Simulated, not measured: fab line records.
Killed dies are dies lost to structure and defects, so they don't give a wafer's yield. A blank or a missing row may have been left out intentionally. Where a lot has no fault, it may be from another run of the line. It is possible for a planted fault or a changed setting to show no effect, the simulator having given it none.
Code-filled problem report in 8D (eight disciplines) form / flow nand_harc / the parts of the form that need people (team, actions taken, sign-off) are left out

== 1. PROBLEM STATEMENT ==
NHARC_END_SORT_01, killed_at_array: mean 99 over 1 wafer from 1 lot; wafers with no fault: 29, standard deviation 12. That puts it +5.8 standard deviations away from the usual mean.
The first sign was on wafer L782.5 at day 23 05:19, on prober-01. The record holds 3 wafers of 1 lot with a number at this step. The rule behind "out" and "out of limits": a value lying over 4 standard deviations away from the usual mean. The other wafers with a number count as sound.

== 2. WHAT IT IS, AND WHAT IT ISN'T ==
question=which readings at this step | is=killed_at_array, killed_dies | is not=killed_at_other, killed_at_periphery, killed_open, killed_short
question=which lots | is=L782 | is not=-
question=which wafers of those lots | is=L782.5 | is not=L782.3, L782.6
question=read on which gauges | is=prober-01 | is not=-
question=when | is=from day 23 05:19 | is not=up to then (1 sound wafer); but 1 sound wafer of L782 came after

== 3. THE SUSPECTS, EACH WITH WHAT RULES IT OUT ==
Counting: if a tool at a process step up to the reading ran every lot that is out, it stays a suspect. Sound lots after the first of them don't rule it out here, since some wafers of a struck lot are sound.
- the gauge at NHARC_END_SORT_01: kept. All the wafers that are out were read on prober-01, and no step on other tools shows them out.
- wet_bench-04 at NHARC_A_STAIRCASE_STRIP_206 (strips in SPM, time 900 s): kept. It ran the lot that is out, L782 (day 15 02:34).
- pvd_sputter-02 at NHARC_A_BONDPAD_PVD_27 (deposits Cu, target thk 30 nm, time 20.49 s): kept. It ran the lot that is out, L782 (day 22 08:18). With no start given for some of its lots, NHARC_A_BONDPAD_PVD_27 uses the hours and lot order of NHARC_HYBRID_BOND_OVL_MEAS_05.
- pvd_sputter-02 at NHARC_THIN_TSV_PVD_51 (deposits Cu, target thk 100 nm): kept. It ran the lot that is out, L782 (day 23 03:43). With no start given for some of its lots, NHARC_THIN_TSV_PVD_51 uses the hours and lot order of NHARC_END_SORT_01.
Left after counting: wet_bench-04 at NHARC_A_STAIRCASE_STRIP_206, pvd_sputter-02 at NHARC_A_BONDPAD_PVD_27, pvd_sputter-02 at NHARC_THIN_TSV_PVD_51, prober-01 at NHARC_END_SORT_01.

== 4. THE CAUSE (what the simulator had put in) ==
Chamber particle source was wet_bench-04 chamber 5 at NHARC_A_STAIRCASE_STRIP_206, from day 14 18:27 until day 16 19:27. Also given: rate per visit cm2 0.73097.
Counting left 4 suspects, and this tool is among them.

== 5. SEQUENCE OF EFFECTS, ordered by route ==
Each row: a reading whose mean over the struck wafers that have a number lies more than 3 standard deviations from the usual. Only readings whose record carries a usual standard deviation are examined. hours: median over the lots of the time between each lot's start at the first step of this table that gives one and its start at this step. sigmas: the change, counted in usual standard deviations.
hours=0; step=NHARC_END_SORT_01; reading=killed_at_array; usual=29; on struck wafers=99; change=+70; sigmas=+5.8
hours=0; step=NHARC_END_SORT_01; reading=killed_dies; usual=34; on struck wafers=100; change=+66; sigmas=+5.5

== 6. WHAT WOULD HAVE CAUGHT IT SOONER ==
203 hours passed between the start of the fault at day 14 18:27 and the first reading out of limits at a measuring or inspecting step in this record, taken at day 23 05:19.
All the lots that are out (1) had begun NHARC_A_STAIRCASE_STRIP_206 on wet_bench-04 by day 23 05:19. None of them would have been spared by holding the tool at that moment.
